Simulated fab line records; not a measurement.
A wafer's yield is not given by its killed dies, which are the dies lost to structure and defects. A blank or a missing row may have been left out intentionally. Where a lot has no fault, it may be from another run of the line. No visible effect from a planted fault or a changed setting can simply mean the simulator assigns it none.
Chamber matching | flow n5-finfet | N5_BEOL_M5_STRIP_19 on rie-diel-01 has 4 sister chambers
The step strips in O2. 4 wafers are shown with their chamber, then 11 later ones without.

## EACH WAFER AND ITS CHAMBER
wafer  | chamber | throttle-valve-pct (%)
L088.1 | 3       | 16.70
L088.2 | 1       | 16.76
L088.3 | 0       | 16.21
L087.2 | 2       | 16.86

## WAFERS MISSING THEIR CHAMBER
wafer  | throttle-valve-pct (%)
L087.3 | 16.77
L087.6 | 16.76
L090.1 | 16.69
L090.3 | 16.86
L090.5 | 16.86
L091.1 | 16.72
L091.2 | 16.89
L091.4 | 16.23
L092.1 | 16.72
L092.3 | 16.23
L092.4 | 16.80

## EACH ONE'S CHAMBER
wafer  | from the rows above     | in truth
L087.3 | 1                       | 1
L087.6 | 1                       | 1
L090.1 | 3                       | 3
L090.3 | 2                       | 2
L090.5 | 2                       | 2
L091.1 | can't be placed: 3 or 1 | 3
L091.2 | 2                       | 2
L091.4 | 0                       | 0
L092.1 | can't be placed: 3 or 1 | 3
L092.3 | 0                       | 0
L092.4 | can't be placed: 1 or 2 | 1
Correctly placed: 8 of 11. Unplaceable from these rows: 3, with the true chamber sitting among the candidates in 3. Wrongly placed: 0.
How it was worked out, from the rows above alone: a wafer's distance from a chamber is the root of the sum, over the readings, of the square of ((its reading less the chamber's mean) divided by the reading's scatter). The wafer belongs to the nearest chamber; if the next one is less than 2 further off, it can't be placed. The mean given for a chamber averages the wafers shown for that chamber. The scatter (one wafer shown for each chamber): square how far every hidden wafer sits from the nearest shown wafer, average those squares and take the square root.
